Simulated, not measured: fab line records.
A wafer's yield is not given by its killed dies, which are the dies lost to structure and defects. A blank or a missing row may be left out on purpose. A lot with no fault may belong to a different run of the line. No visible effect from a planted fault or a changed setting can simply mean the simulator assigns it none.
fab line records | flow nand-harc
record: lots: 12 wafers: 35 last-day: 33
route steps=1302 shown P_M0@273 P_M1@305 END@1302
lots that met no fault: taken from a fault-free run of the same line
start-h: hours from the record's opening day to when the first of the lot's shown wafers began | wait-h: time in hours since the lot's previous step | " as in the row above | L1.1+2: several wafers, shown together as one row | - no value, or no start was given | * or withheld: withheld | < > ~ a bound
route shown NAME@n: NAME is a module with steps in the file, n the number in the route of the first one | usual: mean/standard deviation of fault-free wafers | same: alike in all rows | chamber/n: place in a boat | sites: the reading at each site | _std_site: standard deviation across them | _edge_site: inner sites' mean taken away from outer sites' mean | radius-mm: for every site, how far away it sits from the centre of the wafer | mask NAME#n: copy n | behind: tool/chamber where the wafer was last shaped | hold: why the lot went on hold/how many hours it stayed there/how the hold came to an end | device: the transistor (n, p or np) that didn't switch | end of line: the route-end tests of the same wafers | step lacking rows: just its recipe | killed: dies lost to structure and defects at the first sort, not the wafer's yield | map: a wafer's dies, marking killed ones x, the rest . and places with no die _
set.NAME: the setting the step ran with; set.NAME@STEP: the setting that earlier step ran with | model.NAME: the simulator's own value behind a step, which no gauge read
the route's steps for a sample of lots (tables are steps, rows are wafers)
services: a tool's chamber out of use, with start hour (start-h, from the record's first day; less than 0 if before it), hours out, and reason
== steps ==
step: NHARC_P_M0_PRE_CLEAN_29
recipe: time-s: 30 temp-c: 280 gas: H2/He
usual: heater-power-w: 413/28
columns lot.wafer tool chamber start-h wait-h heater-power-w
L585.2 pvd-sputter-03 - - - 394
L585.4 " - " " 413
L585.3 " - " " 435
L592.4 pvd-sputter-01 - - - 461
L592.2 " - " " 409
L592.6 " - " " 406
L594.2 pvd-sputter-02 - - - 402
L594.4 " - " " 390
L595.3 pvd-sputter-02 - - - 377
L595.4 " - " " 405
L595.2 " - " " 389
L596.3 pvd-sputter-03 - - - 391
L596.2 " - " " 417
L596.4 " - " " 466
L598.4 pvd-sputter-03 - - - 422
L598.6 " - " " 425
L598.5 " - " " 412
L601.4 pvd-sputter-02 - - - 393
L601.3 " - " " 391
L601.5 " - " " 406
L602.3 pvd-sputter-03 - - - 421
L602.1 " - " " 447
L602.2 " - " " 377
L603.2 pvd-sputter-01 - - - 462
L603.3 " - " " 453
L603.5 " - " " 451
L604.3 pvd-sputter-01 - - - 458
L604.6 " - " " 469
L604.5 " - " " 460
L605.3 pvd-sputter-01 - - - 374
L605.2 " - " " 461
L605.6 " - " " 464
L606.3 pvd-sputter-02 - - - 387
L606.6 " - " " 397
L606.5 " - " " 410
step: NHARC_P_M1_DEGAS_29
recipe: temp-c: 250 time-s: 60
usual: heater-power-w: 341/27
columns lot.wafer tool chamber start-h wait-h heater-power-w
L585.2 pvd-sputter-02 - 147.05 - 311
L585.4 " - " " 305
L585.3 " - " " 341
L592.4 pvd-sputter-02 - 219.93 - 318
L592.2 " - " " 336
L592.6 " - " " 332
L594.2 pvd-sputter-02 - 236.15 - 343
L594.4 " - " " 319
L595.3 pvd-sputter-01 - 251.10 - 351
L595.4 " - " " 300
L595.2 " - " " 387
L596.2 pvd-sputter-02 - 257.43 - 322
L596.3 " - " " 315
L596.4 " - " " 324
L598.4 pvd-sputter-03 - 276.01 - 327
L598.6 " - " " 331
L598.5 " - " " 376
L601.4 pvd-sputter-01 - 306.63 - 375
L601.3 " - " " 351
L601.5 " - " " 371
L602.2 pvd-sputter-03 - 313.94 - 342
L602.3 " - " " 331
L602.1 " - " " 316
L603.3 pvd-sputter-03 - 337.30 - 378
L603.2 " - " " 316
L603.5 " - " " 334
L604.3 pvd-sputter-01 - 346.34 - 368
L604.5 " - " " 385
L604.6 " - " " 372
L605.3 pvd-sputter-01 - 350.92 - 380
L605.2 " - " " 339
L605.6 " - " " 376
L606.3 pvd-sputter-01 - 357.32 - 309
L606.6 " - " " 301
L606.5 " - " " 369
step: NHARC_P_M1_PVD_21
recipe: target-thk-a: 300 chamber-pressure-pa: 5 power-w: 5000 substrate-temp-c: 30 time-s: 20.49 material: Cu
usual: substrate-temp-c: 30.01/0.12 throttle-valve-pct: 29.7/0.95
columns lot.wafer tool chamber start-h wait-h substrate-temp-c throttle-valve-pct
L585.3 pvd-sputter-02 - - - 30.13 30.8
L585.4 " - " " 29.90 30.1
L585.2 " - " " 30.25 28.1
L592.4 pvd-sputter-02 - - - 30.08 30.6
L592.2 " - " " 30.05 30.3
L592.6 " - " " 30.01 28.1
L594.2 pvd-sputter-02 - - - 30.11 30.9
L594.4 " - " " 30.01 29.7
L595.2 pvd-sputter-01 - - - 30.21 29.4
L595.3 " - " " 30.06 30.6
L595.4 " - " " 30.14 28.2
L596.4 pvd-sputter-02 - - - 30.22 28.3
L596.2 " - " " 29.87 31.2
L596.3 " - " " 30.00 30.1
L598.4 pvd-sputter-03 - - - 30.21 29.4
L598.6 " - " " 29.76 28.4
L598.5 " - " " 29.94 29.5
L601.4 pvd-sputter-01 - - - 30.02 30.1
L601.3 " - " " 30.00 29.7
L601.5 " - " " 30.02 30.1
L602.2 pvd-sputter-03 - - - 29.79 29.7
L602.3 " - " " 30.12 31.0
L602.1 " - " " 30.00 29.7
L603.3 pvd-sputter-03 - - - 29.72 29.6
L603.2 " - " " 30.09 28.7
L603.5 " - " " 30.26 28.3
L604.3 pvd-sputter-01 - - - 29.86 30.1
L604.5 " - " " 30.07 30.1
L604.6 " - " " 29.99 28.3
L605.3 pvd-sputter-01 - - - 29.96 29.8
L605.2 " - " " 29.92 30.1
L605.6 " - " " 29.99 29.8
L606.3 pvd-sputter-01 - - - 29.94 30.1
L606.6 " - " " 30.01 28.4
L606.5 " - " " 29.80 29.9
step: NHARC_P_M1_CMP_23
recipe: t-overpolish-s: 20 target-thk-nm: 157.82
usual: motor-current-A: 12.4/1 slurry-filter-dp-kPa: 13.50/0.14 time-to-endpoint-s: 28.4/2.4
columns lot.wafer tool chamber start-h wait-h motor-current-A slurry-filter-dp-kPa time-to-endpoint-s
L585.2 cmp-02 1 148.16 - 12.3 13.57 26.9
L585.3 " 2 " " 11.1 13.23 29.7
L585.4 " 3 " " 10.9 13.32 29.2
L592.2 cmp-02 2 221.00 - 11.1 13.43 37.3
L592.4 " 3 " " 11.1 13.57 24.4
L592.6 " 2 " " 12.4 13.70 37.1
L594.4 cmp-02 0 237.28 - 13.2 13.35 28.4
L594.2 " 1 " " 11.6 13.61 37.9
L595.4 cmp-02 0 252.22 - 13.2 13.43 29.7
L595.3 " 1 " " 13.2 13.50 27.8
L595.2 " 2 " " 11.8 13.75 36.7
L596.2 cmp-03 0 258.50 - 13.3 13.57 30.2
L596.4 " 2 " " 12.3 13.43 30.9
L596.3 " 3 " " 11.0 13.40 32.5
L598.4 cmp-03 1 277.09 - 13.3 13.64 29.3
L598.5 " 1 " " 13.1 13.36 32.6
L598.6 " 2 " " 12.4 13.49 29.6
L601.3 cmp-03 2 307.74 - 13.1 13.46 25.6
L601.4 " 0 " " 13.3 13.55 24.4
L601.5 " 2 " " 12.4 13.64 26.7
L602.1 cmp-02 0 315.02 - 13.0 13.74 27.8
L602.2 " 1 " " 12.5 13.62 25.3
L602.3 " 2 " " 11.9 13.53 26.0
L603.3 cmp-03 1 338.37 - 14.1 13.60 30.1
L603.2 " 0 " " 13.5 13.52 29.8
L603.5 " 1 " " 14.2 13.64 28.9
L604.3 cmp-03 2 347.78 - 12.5 13.70 27.5
L604.6 " 3 " " 11.5 13.45 29.7
L604.5 " 0 " " 13.4 13.71 28.7
L605.3 cmp-03 2 352.06 - 12.0 13.56 26.6
L605.2 " 3 " " 11.1 13.31 29.4
L605.6 " 0 " " 13.1 13.55 28.6
L606.3 cmp-02 1 358.83 - 12.8 13.52 27.5
L606.5 " 3 " " 10.9 13.66 29.7
L606.6 " 0 " " 13.2 13.34 31.0
step: NHARC_P_M1_INSPECT_27
usual: raw-defect-count: 290/98
columns lot.wafer tool chamber start-h wait-h raw-defect-count
L585.2 defect-inspect-02 - 148.63 0.0 187
L585.3 " - " " 170
L585.4 " - " " 233
L592.2 defect-inspect-01 - 221.47 0.0 2438
L592.4 " - " " 286
L592.6 " - " " 2284
L594.2 defect-inspect-01 - 237.69 0.0 2145
L594.4 " - " " 438
L595.2 defect-inspect-02 - 252.70 0.0 2672
L595.3 " - " " 246
L595.4 " - " " 233
L596.2 defect-inspect-01 - 258.98 0.0 150
L596.3 " - " " 218
L596.4 " - " " 296
L598.4 defect-inspect-01 - 277.57 0.0 321
L598.5 " - " " 243
L598.6 " - " " 287
L601.3 defect-inspect-01 - 308.19 0.0 210
L601.4 " - " " 249
L601.5 " - " " 199
L602.1 defect-inspect-02 - 315.49 0.0 356
L602.2 " - " " 251
L602.3 " - " " 325
L603.2 defect-inspect-01 - 338.84 0.0 264
L603.3 " - " " 304
L603.5 " - " " 497
L604.3 defect-inspect-02 - 348.18 0.0 217
L604.5 " - " " 287
L604.6 " - " " 309
L605.2 defect-inspect-02 - 352.49 0.0 368
L605.3 " - " " 332
L605.6 " - " " 333
L606.3 defect-inspect-01 - 359.25 0.0 313
L606.5 " - " " 436
L606.6 " - " " 403
step: NHARC_END_SORT_01
recipe: temp-c: 25
usual: defect-limited-yield: 92/3 killed-at-array: 52/20 killed-at-other: 1.0/1.3 killed-at-periphery: 3.7/2.2 killed-dies: 57/20 killed-open: 3.2/1.6 killed-short: 2.4/1.6 sort_bin_2_pct: 2.9/1.4 sort_bin_3_pct: 0.6/0.41 sort_bin_4_pct: 4.8/1.5 sort-n-pass: 620/20 sort-rim-yield-pct: 93/3.5 sort-yield-pct: 92/3
same: gross-dies: 677 sort_bin_5_pct[%]: 0 sort_bin_6_pct[%]: 0 sort_bin_7_pct[%]: 0 sort_bin_8_pct[%]: 0 sort-rim-n-gross: 106.00
columns lot.wafer tool chamber start-h wait-h defect-limited-yield[%] killed-at-array killed-at-other killed-at-periphery killed-dies killed-open killed-short sort_bin_2_pct[%] sort_bin_3_pct[%] sort_bin_4_pct[%] sort-n-pass sort-rim-yield-pct[%] sort-yield-pct[%]
L594.2 prober-02 0 657.03 2.8 0 42 3 632 677 3 0 2.1 93.6 4.3 0 0 0
L594.4 prober-02 0 658.64 3.4 95 27 5 4 36 3 1 1.5 0.3 3.5 641 93 95
L592.2 prober-01 0 665.70 2.8 0 90 0 587 677 5 4 5.9 87.1 6.9 0 0 0
L592.4 prober-01 0 667.28 3.4 88 72 2 4 78 3 5 3.1 1.6 6.8 599 92 88
L592.6 prober-01 0 668.85 3.9 0 73 3 601 677 1 4 4.6 89.5 5.9 0 0 0
L595.2 prober-02 0 682.10 2.8 0 31 1 645 677 3 2 1.3 95.0 3.7 0 0 0
L595.3 prober-02 0 682.90 3.1 96 28 0 2 30 9 0 1.3 0.3 2.8 647 92 96
L595.4 prober-02 0 683.69 3.4 95 29 1 3 33 5 0 1.2 0.3 3.4 644 94 95
killed by level:class
L594.2 P_M1:area-cmp=629 A_CONTACT:chamber-film-flake=9 A_CHANNEL_HOLE_D1:chamber-film-flake=8 A_BONDPAD:chamber-film-flake=8 A_STAIRCASE:chamber-film-flake=6 A_BLC:chamber-film-flake=3 THIN_TSV:chamber-film-flake=3 P_M2:chamber-film-flake=2
L594.4 A_CHANNEL_HOLE_D1:chamber-film-flake=7 A_BONDPAD:chamber-film-flake=5 THIN_TSV:chamber-film-flake=5 P_M2:chamber-film-flake=4 A_STAIRCASE:chamber-film-flake=4 A_CONTACT:chamber-film-flake=3 A_BLC:chamber-film-flake=3 A_DECK1_JOINT:geometric-particle:short=1
L592.2 P_M1:area-cmp=586 A_CHANNEL_HOLE_D1:chamber-film-flake=33 A_SLIT:chamber-film-flake=31 A_CHANNEL_HOLE_D2:chamber-film-flake=11 A_STAIRCASE:chamber-film-flake=2 A_WL_FILL:chamber-film-flake=2 A_ONON_D1:geometric-particle:open=1 A_CHANNEL_FILL_D1:geometric-particle:open=1
L592.4 A_CHANNEL_HOLE_D1:chamber-film-flake=26 A_SLIT:chamber-film-flake=23 A_CHANNEL_HOLE_D2:chamber-film-flake=12 A_ONON_D2:geometric-particle:short=2 P_ZERO_WELL:chamber-film-flake=2 P_M0:geometric-particle:open=1 A_CHANNEL_HOLE_D1:geometric-particle:open=1 A_CHANNEL_FILL_D1:geometric-particle:short=1
L592.6 P_M1:area-cmp=599 A_CHANNEL_HOLE_D1:chamber-film-flake=32 A_SLIT:chamber-film-flake=28 A_CHANNEL_HOLE_D2:chamber-film-flake=7 THIN_TSV:chamber-film-flake=3 A_CHANNEL_FILL_D2:geometric-particle:short=2 P_M2:geometric-particle:open=1 A_CHANNEL_FILL_D1:geometric-particle:short=1
L595.2 P_M1:area-cmp=640 A_CHANNEL_HOLE_D1:chamber-film-flake=8 A_CONTACT:chamber-film-flake=7 A_STAIRCASE:chamber-film-flake=6 P_GATE:chamber-film-flake=2 A_SLIT:chamber-film-flake=2 A_ONON_D1:geometric-particle:open=1 A_ONON_D2:geometric-particle:open=1
L595.3 A_STAIRCASE:chamber-film-flake=8 A_CONTACT:chamber-film-flake=4 A_CHANNEL_HOLE_D1:chamber-film-flake=3 A_SLIT:chamber-film-flake=3 A_ONON_D1:geometric-particle:open=2 A_M0:geometric-particle:open=2 P_GATE:geometric-particle:open=1 A_DECK1_JOINT:geometric-particle:open=1
L595.4 A_STAIRCASE:chamber-film-flake=8 A_CHANNEL_HOLE_D1:chamber-film-flake=6 A_CONTACT:chamber-film-flake=5 P_STI:chamber-film-flake=2 A_SLIT:chamber-film-flake=2 A_SLIT:geometric-particle:open=1 A_WL_FILL:geometric-particle:open=1 A_CONTACT:geometric-particle:open=1
== services ==
columns tool chamber start-h hours kind
cmp-02 - 134.50 4.0 pm
pvd-sputter-02 - 155.32 0.9 repair
pvd-sputter-03 - 156.91 4.6 repair
pvd-sputter-02 - 161.48 2.3 repair
cmp-03 - 162.10 4.0 pm
pvd-sputter-03 - 170.01 10.0 pm
cmp-02 - 196.19 0.5 repair
pvd-sputter-02 - 215.15 4.0 repair
cmp-03 - 218.87 0.4 repair
pvd-sputter-01 - 226.00 10.0 pm
pvd-sputter-03 - 231.56 1.0 repair
cmp-02 - 232.50 4.0 pm
cmp-03 - 260.10 4.0 pm
cmp-02 - 269.85 1.0 repair
pvd-sputter-02 - 289.35 10.0 pm
pvd-sputter-03 - 298.60 0.5 repair
cmp-03 - 299.83 0.5 repair
cmp-03 - 309.96 2.1 repair
pvd-sputter-02 - 311.29 4.4 repair
cmp-02 - 330.50 4.0 pm
cmp-02 - 343.56 4.6 repair
pvd-sputter-03 - 345.84 1.0 repair
pvd-sputter-03 - 348.01 10.0 pm
cmp-03 - 358.10 4.0 pm
== key ==
first-sign: step: NHARC_P_M1_CMP_23 reading: time-to-endpoint-s direction: up sigmas: 3.7 usual: * struck: *
effect: step: NHARC_P_M1_INSPECT_27 reading: raw-defect-count direction: up sigmas: 21 usual: 290 struck: 2385
effect: step: NHARC_END_SORT_01 reading: killed-at-periphery direction: up sigmas: 99+ usual: 3.7 struck: 616.2
more-kills-born-at: NHARC_P_M1_CMP_23@cmp-02: 2454
met-at NHARC_P_M1_CMP_23
struck-lots L592,L594,L595
struck-wafers L592.2,L592.6,L594.2,L595.2
later-rows-left-out L592.2,L592.6,L594.2,L595.2
not-acting-at NHARC_P_M0_PRE_CLEAN_29,NHARC_P_M1_DEGAS_29,NHARC_P_M1_PVD_21
onset-between 148.16 221.00
fault: kind: process-parameter-drift tool: cmp-02 chamber: - onset-h: 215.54 steps: NHARC_P_M1_CMP_23 channel: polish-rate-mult offset: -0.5 shape: step end-h: 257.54 scope: struck-wafers-only
later-rows-left-out: the simulator's readings of these wafers behind a module that went badly wrong aren't trusted and aren't shown, but for the sort
